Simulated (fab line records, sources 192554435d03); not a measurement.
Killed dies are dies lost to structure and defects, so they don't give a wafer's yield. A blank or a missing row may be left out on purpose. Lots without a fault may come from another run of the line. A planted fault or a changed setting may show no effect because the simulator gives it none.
Chamber matching | flow n5_finfet | N5_BEOL_M0_SAQP_ETCH_102 on rie_si-02: 4 sister chambers
The step etches SiO2 in CF4, target depth 4 nm, time 4.4 s. 8 wafers are shown with their chamber, then 9 later ones without.

WAFERS WITH THEIR CHAMBER
wafer  | chamber | throttle_valve_pct (%) | drypump_motor_current_A (A)
L078.5 | 1       | 21.56                  | 5.4
L080.4 | 3       | 21.72                  | 4.8
L080.5 | 3       | 21.72                  | 4.9
L084.5 | 0       | 21.80                  | 5.8
L084.6 | 1       | 21.56                  | 5.4
L085.1 | 2       | 21.53                  | 6.0
L085.2 | 0       | 21.82                  | 5.7
L085.6 | 2       | 21.56                  | 5.9

WAFERS WITHOUT THEIR CHAMBER
wafer  | throttle_valve_pct (%) | drypump_motor_current_A (A)
L086.3 | 21.82                  | 5.7
L086.5 | 21.57                  | 5.4
L086.6 | 21.54                  | 5.9
L093.1 | 21.56                  | 5.4
L093.4 | 21.53                  | 5.9
L093.5 | 21.54                  | 5.9
L096.3 | 21.54                  | 5.9
L096.4 | 21.80                  | 5.7
L096.6 | 21.54                  | 5.9

WHICH CHAMBER EACH WENT THROUGH
wafer  | from the rows above | in truth
L086.3 | 0                   | 0
L086.5 | 1                   | 1
L086.6 | 2                   | 2
L093.1 | 1                   | 1
L093.4 | 2                   | 2
L093.5 | 2                   | 2
L096.3 | 2                   | 2
L096.4 | 0                   | 0
L096.6 | 2                   | 2
Placed correctly: 9 of 9. Can't be placed from these rows: 0. Placed wrongly: 0.
How it was worked out, from the rows above alone: a wafer's distance from a chamber is the root of the sum, over the readings, of the square of ((its reading less the chamber's mean) divided by the reading's scatter). The wafer belongs to the nearest chamber; if the next one is less than 2 further off, it can't be placed. A chamber's mean is the mean of its shown wafers. The scatter: the root of (the sum of the squares of (reading less its chamber's mean) over the shown wafers, divided by (wafers less chambers)).
